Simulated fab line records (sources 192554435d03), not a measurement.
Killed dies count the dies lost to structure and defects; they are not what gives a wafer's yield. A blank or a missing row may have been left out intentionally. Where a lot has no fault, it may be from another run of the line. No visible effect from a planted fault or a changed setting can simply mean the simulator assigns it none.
Chamber matching + flow n5Finfet + 4 sister chambers for N5_DUMMY_GATE_STRIP_40 on rieDiel-06
The step strips in CF4. 4 wafers are shown with their chamber, then 9 later ones without.

== EACH WAFER AND ITS CHAMBER ==
| wafer  | chamber | drypumpMotorCurrentA (A) |
|--------|---------|--------------------------|
| L083.6 | 3       | 6.2                      |
| L085.1 | 0       | 5.2                      |
| L085.2 | 1       | 5.7                      |
| L085.3 | 2       | 6.0                      |

== WAFERS WITHOUT THEIR CHAMBER ==
| wafer  | drypumpMotorCurrentA (A) |
|--------|--------------------------|
| L088.1 | 5.2                      |
| L088.4 | 5.7                      |
| L088.5 | 6.1                      |
| L090.1 | 5.2                      |
| L090.3 | 6.2                      |
| L090.6 | 5.7                      |
| L093.1 | 6.2                      |
| L093.3 | 5.7                      |
| L093.4 | 5.2                      |

== EACH ONE'S CHAMBER ==
| wafer  | from the rows above     | in truth |
|--------|-------------------------|----------|
| L088.1 | 0                       | 0        |
| L088.4 | 1                       | 1        |
| L088.5 | can't be placed: 2 or 3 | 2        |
| L090.1 | 0                       | 0        |
| L090.3 | 3                       | 3        |
| L090.6 | 1                       | 1        |
| L093.1 | 3                       | 3        |
| L093.3 | 1                       | 1        |
| L093.4 | 0                       | 0        |
Correctly placed: 8 of 9. Not placeable from these rows: 1 (in 1, the candidates include the true chamber). 0 placed wrongly.
How it was worked out, from the rows above alone: a wafer's distance from a chamber is the root of the sum, over the readings, of the square of ((its reading less the chamber's mean) divided by the reading's scatter). The wafer belongs to the nearest chamber; if the next one is less than 2 further off, it can't be placed. Each chamber's mean is taken over the wafers shown for it. The scatter: root of mean squared gap, hidden wafer to nearest shown wafer, with one shown wafer a chamber.
